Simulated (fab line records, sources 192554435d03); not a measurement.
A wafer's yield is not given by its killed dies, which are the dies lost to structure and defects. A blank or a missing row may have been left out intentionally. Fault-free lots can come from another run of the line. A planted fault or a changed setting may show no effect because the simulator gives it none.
fab line records	flow n5-finfet
record lots=7	wafers=39
route steps=1938 shown FIN_CUT@173 DUMMY_GATE@246 HKMG_FIN@406 MOL_CONTACT_COAG@541
start-h: hours from the record's first day to the start of the lot's first wafer shown	wait-h: hours elapsed since this lot's preceding step	" the same as in the row above	L1.1+2: a single row standing in for several wafers	- either no value or no given start	* or withheld: withheld	< > ~ a bound
route shown NAME@n: names a module that has steps shown in the file, with the first one's number in the route	usual: average and standard deviation across the fault-free wafers	same: alike in all rows	chamber/n: place in a boat	sites: each site's reading	_std_site: standard deviation across them	_edge_site: inner sites' mean taken away from outer sites' mean	radius-mm: how far each site lies from the wafer's centre	mask NAME#n: copy n	behind: the last tool/chamber to shape the wafer	hold: what put the lot on hold/how long, in hours/how the hold closed	device: which transistor (n, p or np) failed to switch	end of line: at the end of the route, the tests of the same wafers	a step given without rows: its recipe and nothing more	killed: the dies lost at the first sort to structure and to defects; this is not the yield of the wafer	map: shows each die of a wafer: x if killed, . if not, _ if none is there
set.NAME: the setting the step ran with; set.NAME@STEP: the setting that earlier step ran with	model.NAME: the simulator's own value behind a step, which no gauge read
lots with deliberately changed settings; one table per step, one row per wafer
## steps
# step N5_FIN_CUT_CUT_ETCH_26
# recipe chemistry=CH3F/O2	target=SiNx	target-depth-a=390	mask-material=SOC	time-s=55.7	pressure-mtorr=30	source-w=395	bias-w=73	Ar_flow_sccm=150	CH3F_flow_sccm=30	O2_flow_sccm=20	ion-energy-ev=120
lot.wafer	tool	chamber	start-h	wait-h	set.target-depth-a	model.etch.depth-nm	model.SOC_of_FIN_CUT_COAT_18.thk-nm
L074.1	rie-diel-03	0	27.24	0.0	390	38.45	211.8
L074.2	"	1	"	"	353.7	33.95	214.2
L074.3	"	3	"	"	353.7	35.29	213.6
L074.4	"	2	"	"	353.7	34.7	213.4
L074.5	"	3	"	"	390	38.63	211.2
L074.6	"	0	"	"	390	38.44	212
L076.1	rie-diel-03	2	39.47	0.0	390	38.66	213.2
L076.2	"	3	"	"	347.6	34.58	215
L076.3	"	1	"	"	347.6	32.9	216
L076.4	"	0	"	"	390	38.46	213
L076.5	"	1	"	"	347.6	32.94	215.8
L076.6	"	2	"	"	390	38.59	212.8
L077.1	rie-diel-01	2	45.64	0.0	390	39.99	211.8
L077.2	"	1	"	"	342.4	33.75	215
L077.3	"	3	"	"	342.4	33.2	215.4
L077.4	"	0	"	"	390	39.84	211.6
L077.5	"	1	"	"	390	38.05	212.2
L077.6	"	2	"	"	342.4	35.2	214
L079.1	rie-diel-06	0	56.62	0.0	405.8	39.85	211.4
L079.2	"	2	"	"	390	38	212.2
L079.3	"	3	"	"	405.8	41.53	210.4
L079.4	"	1	"	"	390	38.32	212.6
L079.5	"	1	"	"	405.8	40.27	211.4
L079.6	"	2	"	"	390	37.87	212.2
L085.1	rie-diel-01	0	93.11	0.0	410.7	42.48	211.2
L085.2	"	1	"	"	410.7	41.09	211
L085.3	"	2	"	"	390	40.45	212.6
L085.4	"	3	"	"	410.7	40.11	212.4
L085.5	"	3	"	"	390	38.18	213
L085.6	"	0	"	"	390	40.07	213
L090.1	rie-diel-01	3	125.66	0.0	425.7	41.93	210.6
L090.2	"	1	"	"	390	38.85	211.6
L090.3	"	0	"	"	390	40.22	211.2
L090.4	"	2	"	"	425.7	44.12	209.4
L090.5	"	2	"	"	390	40.25	211
L090.6	"	3	"	"	425.7	42.13	210.4
L091.4	rie-diel-06	0	128.89	0.0	390	38.03	210.6
L091.5	"	3	"	"	390	39.96	210.2
L091.6	"	2	"	"	390	39.6	210.4
# step N5_FIN_CUT_CUT_ETCH_27
# recipe chemistry=CHF3/O2	target=SiO2	target-depth-a=40	mask-material=SOC	overetch-a=20	time-s=4.9	pressure-mtorr=30	source-w=650	bias-w=170	Ar_flow_sccm=200	CHF3_flow_sccm=50	O2_flow_sccm=5	ion-energy-ev=200
lot.wafer	tool	chamber	start-h	wait-h	set.target-depth-a@FIN_CUT_CUT_ETCH_26	model.SOC_of_FIN_CUT_COAT_18.thk-nm
L074.1	rie-diel-03	0	27.29	0.0	390	208
L074.2	"	1	"	"	353.7	210.6
L074.3	"	3	"	"	353.7	209.8
L074.4	"	2	"	"	353.7	209.6
L074.5	"	3	"	"	390	207.2
L074.6	"	0	"	"	390	208.2
L076.1	rie-diel-03	2	39.51	0.0	390	209.4
L076.2	"	3	"	"	347.6	211.2
L076.3	"	1	"	"	347.6	212.4
L076.4	"	0	"	"	390	209.2
L076.5	"	1	"	"	347.6	212.2
L076.6	"	2	"	"	390	209
L077.1	rie-diel-01	2	45.69	0.0	390	208
L077.2	"	1	"	"	342.4	211.2
L077.3	"	3	"	"	342.4	211.6
L077.4	"	0	"	"	390	207.8
L077.5	"	1	"	"	390	208.4
L077.6	"	2	"	"	342.4	210
L079.1+5	rie-diel-06	0,1	56.66	0.0	405.8	207.6
L079.2+6	"	2	"	"	390	208.4
L079.3	"	3	"	"	405.8	206.4
L079.4	"	1	"	"	390	208.8
L085.1+2	rie-diel-01	0,1	93.15	0.0	410.7	207.2
L085.3	"	2	"	"	390	208.8
L085.4	"	3	"	"	410.7	208.6
L085.5+6	"	3,0	"	"	390	209.2
L090.1	rie-diel-01	3	125.71	0.0	425.7	206.8
L090.2	"	1	"	"	390	207.8
L090.3	"	0	"	"	390	207.4
L090.4	"	2	"	"	425.7	205.6
L090.5	"	2	"	"	390	207.2
L090.6	"	3	"	"	425.7	206.6
L091.4	rie-diel-06	0	128.93	0.0	390	206.8
L091.5+6	"	3,2	"	"	390	206.4
# step N5_DUMMY_GATE_ETCH_32
# recipe chemistry=CF4	target=SiO2	target-depth-a=35	time-s=3.9	ion-energy-ev=350	pressure-mtorr=10	icp-w=800	bias-w=400	cf4-flow-sccm=80
lot.wafer	tool	chamber	start-h	wait-h	set.time-s	model.etch.depth-nm
L074.1	rie-si-03	0	46.24	0.1	3.9	3.586
L074.2	"	3	"	"	3.093	2.751
L074.3	"	1	"	"	3.9	3.404
L074.4	"	2	"	"	3.093	2.845
L074.5	"	2	"	"	3.9	3.611
L074.6	"	3	"	"	3.093	2.798
L076.1	rie-si-05	3	60.68	0.1	3.072	2.795
L076.2	"	2	"	"	3.9	3.493
L076.3	"	1	"	"	3.072	2.647
L076.4	"	3	"	"	3.072	2.811
L076.5	"	1	"	"	3.9	3.371
L076.6	"	2	"	"	3.9	3.492
L077.1	rie-si-03	3	64.91	0.1	3.9	3.492
L077.2	"	0	"	"	3.9	3.55
L077.3	"	1	"	"	3.474	2.999
L077.4	"	2	"	"	3.474	3.221
L077.5	"	0	"	"	3.9	3.593
L077.6	"	3	"	"	3.474	3.086
L079.1	rie-si-02	0	77.30	0.1	4.598	4.044
L079.2	"	1	"	"	4.598	4.193
L079.3	"	2	"	"	3.9	3.484
L079.4	"	3	"	"	3.9	3.509
L079.5	"	0	"	"	3.9	3.437
L079.6	"	3	"	"	4.598	4.172
L085.1	rie-si-05	1	111.91	0.1	3.523	3.008
L085.2	"	3	"	"	3.523	3.216
L085.3	"	2	"	"	3.523	3.15
L085.4	"	0	"	"	3.9	3.386
L085.5	"	3	"	"	3.9	3.545
L085.6	"	0	"	"	3.9	3.418
L090.1	rie-si-02	1	144.53	0.1	3.9	3.635
L090.2	"	0	"	"	3.9	3.452
L090.3+6	"	2,3	"	"	3.261	2.944
L090.4	"	3	"	"	3.261	2.924
L090.5	"	2	"	"	3.9	3.496
L091.4	rie-si-03	0	150.60	0.1	3.9	3.583
L091.5	"	3	"	"	3.9	3.497
L091.6	"	2	"	"	3.9	3.629
# step N5_HKMG_FIN_ETCH_58
# recipe chemistry=N2/H2	target=SOC	target-depth-a=2158	ion-energy-ev=50	bias-w=13	time-s=741	pressure-mtorr=30	source-w=875	n2-flow-sccm=200	h2-flow-sccm=200
lot.wafer	tool	chamber	start-h	wait-h	set.target-depth-a	model.HKMG_FIN.feature-depth-nm	model.SOC_of_HKMG_FIN_COAT_41.thk-nm	model.etch.depth-nm
L074.1	rie-diel-04	3	73.21	0.0	2158	214.4	87.4	214.5
L074.2	"	2	"	"	2158	218.8	81.6	218.7
L074.3	"	0	"	"	2158	212.8	88.6	212.8
L074.4	"	2	"	"	2158	222	78.2	222.1
L074.5	"	0	"	"	2158	211.6	89	211.7
L074.6	"	3	"	"	2158	215.8	85	215.9
L076.1	rie-diel-04	0	85.68	0.0	2158	215	84.6	215
L076.2	"	1	"	"	2158	224.2	75.2	224.3
L076.3+5	"	3,2	"	"	2158	218.4	80.8	218.4
L076.4	"	2	"	"	2158	220	79.8	220.1
L076.6	"	1	"	"	2158	222.6	77	222.6
L077.1	rie-diel-04	0	87.96	0.0	2158	211.2	90.4	211.1
L077.2	"	2	"	"	2284	231.2	69.8	231.2
L077.3	"	1	"	"	2158	221	79.6	220.9
L077.4	"	3	"	"	2158	215.6	84.4	215.6
L077.5	"	0	"	"	2284	225	75.8	224.9
L077.6	"	1	"	"	2284	233	68	232.9
L079.1	rie-diel-05	0	101.73	0.0	2158	218.4	81.8	218.3
L079.2	"	3	"	"	2158	217.4	84.2	217.3
L079.3	"	1	"	"	2158	217	85	217.1
L079.4	"	2	"	"	2158	210.8	90.2	210.8
L079.5	"	3	"	"	2158	216.6	85	216.6
L079.6	"	0	"	"	2158	220.4	82.2	220.4
L085.1	rie-diel-04	2	136.30	0.0	2403	246.6	54	246.6
L085.2	"	1	"	"	2158	222.2	79.2	222.1
L085.3	"	0	"	"	2158	212.8	89	212.9
L085.4	"	3	"	"	2158	216.8	84.8	216.8
L085.5	"	1	"	"	2403	248.2	52.4	248.2
L085.6	"	2	"	"	2403	246	55.8	245.9
L090.1	rie-diel-05	2	169.23	0.0	2158	212.8	86.4	212.7
L090.2	"	0	"	"	2158	217.4	82.6	217.4
L090.3	"	1	"	"	2158	221.2	78.4	221.2
L090.4	"	3	"	"	2158	216.8	82.2	216.9
L090.5	"	3	"	"	2158	217.8	82	217.9
L090.6	"	2	"	"	2158	213	86.6	212.9
L091.4	rie-diel-02	1	175.27	0.0	2158	212.8	89.2	212.7
L091.5	"	2	"	"	2158	211.6	88.4	211.6
L091.6	"	3	"	"	2158	213.8	87.2	213.8
# step N5_MOL_CONTACT_COAG_IMPLANT_129
# recipe species=Ge	energy-kev=3	dose-cm2=6e+14	tilt-deg=0	rotation-deg=0
lot.wafer	tool	chamber	start-h	wait-h	set.energy-kev	model.implant.rp-nm	model.implant.drp-nm
L074.1+2+3	implanter-01	0	91.03	0.0	3	6.081	2.134
L074.4+5+6	"	0	"	"	3.539	6.673	2.364
L076.1+2+3+4+5+6	implanter-01	0	102.48	0.0	3	6.158	2.134
L077.1+5+6	implanter-02	0	103.95	0.0	3	6.206	2.134
L077.2+3+4	"	0	"	"	3.502	6.769	2.349
L079.1+2+3	implanter-01	0	117.97	0.0	3.87	7.316	2.5
L079.4+5+6	"	0	"	"	3	6.337	2.134
L085.1+3+4	implanter-02	0	151.95	0.0	3.47	6.584	2.336
L085.2+5+6	"	0	"	"	3	6.067	2.134
L090.1+2+3+4+5+6	implanter-01	0	185.28	0.0	3	6.195	2.134
L091.4+5+6	implanter-02	0	195.51	0.4	3	6.151	2.134
# step N5_MOL_CONTACT_COAG_ALD_27
# recipe material=SiOC	target-thk-a=170	temp-c=400	ald-precursor-family=carbosiloxane	ald-co-reactant=H2-plasma	pulse-time-s=1.5	time-s=2720	purge-time-s=2	co-reactant-purge-time-s=2	ald-cycles=340	pressure-torr=2
lot.wafer	tool	chamber	start-h	wait-h	set.ald-cycles	model.SiOC_of_MOL_CONTACT_COAG_ALD_27.thk-nm
L074.1+2+4+5+6	ald-sin-04	2,0,3,2,3	98.18	0.1	340	17
L074.3	"	1	"	"	340	17.2
L076.1+4	ald-sin-04	0,3	109.03	0.0	376	18.8
L076.2+3+6	"	2,1,2	"	"	340	17.2
L076.5	"	1	"	"	376	19
L077.1+4+6	ald-sin-02	1,2,2	112.22	0.0	356	17.8
L077.2+3+5	"	3,0,3	"	"	340	17
L079.1	ald-sin-01	1	125.08	0.3	358	18
L079.2+4+5	"	2,3,1	"	"	340	17
L079.3+6	"	0,2	"	"	358	17.8
L085.1+2	ald-sin-04	0,2	158.66	0.0	340	17
L085.3+6	"	1	"	"	293	14.8
L085.4	"	3	"	"	293	14.6
L085.5	"	0	"	"	340	16.8
L090.1+2+3+4+5+6	ald-sin-02	2,3,0,1,1,2	193.16	1.4	340	17
L091.4+5+6	ald-sin-02	2,2,1	201.65	0.0	340	17
## key
split step=N5_FIN_CUT_CUT_ETCH_26	setting=target-depth-a	stated=390	by=wafer
response step=N5_FIN_CUT_CUT_ETCH_26	reading=model.etch.depth-nm	change=+0.417	per=1%	r=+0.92
response step=N5_FIN_CUT_CUT_ETCH_26	reading=model.SOC_of_FIN_CUT_COAT_18.thk-nm	change=-0.22	per=1%	r=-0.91
response step=N5_FIN_CUT_CUT_ETCH_27	reading=model.SOC_of_FIN_CUT_COAT_18.thk-nm	change=-0.225	per=1%	r=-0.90
split step=N5_DUMMY_GATE_ETCH_32	setting=time-s	stated=3.9	by=wafer
response step=N5_DUMMY_GATE_ETCH_32	reading=model.etch.depth-nm	change=+0.0355	per=1%	r=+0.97
split step=N5_HKMG_FIN_ETCH_58	setting=target-depth-a	stated=2158	by=wafer
response step=N5_HKMG_FIN_ETCH_58	reading=model.HKMG_FIN.feature-depth-nm	change=+2.56	per=1%	r=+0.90
response step=N5_HKMG_FIN_ETCH_58	reading=model.SOC_of_HKMG_FIN_COAT_41.thk-nm	change=-2.6	per=1%	r=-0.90
response step=N5_HKMG_FIN_ETCH_58	reading=model.etch.depth-nm	change=+2.56	per=1%	r=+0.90
split step=N5_MOL_CONTACT_COAG_IMPLANT_129	setting=energy-kev	stated=3	by=wafer
response step=N5_MOL_CONTACT_COAG_IMPLANT_129	reading=model.implant.rp-nm	change=+0.0335	per=1%	r=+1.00
response step=N5_MOL_CONTACT_COAG_IMPLANT_129	reading=model.implant.drp-nm	change=+0.0127	per=1%	r=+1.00
split step=N5_MOL_CONTACT_COAG_ALD_27	setting=ald-cycles	stated=340	by=wafer
response step=N5_MOL_CONTACT_COAG_ALD_27	reading=model.SiOC_of_MOL_CONTACT_COAG_ALD_27.thk-nm	change=+0.16	per=1%	r=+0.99
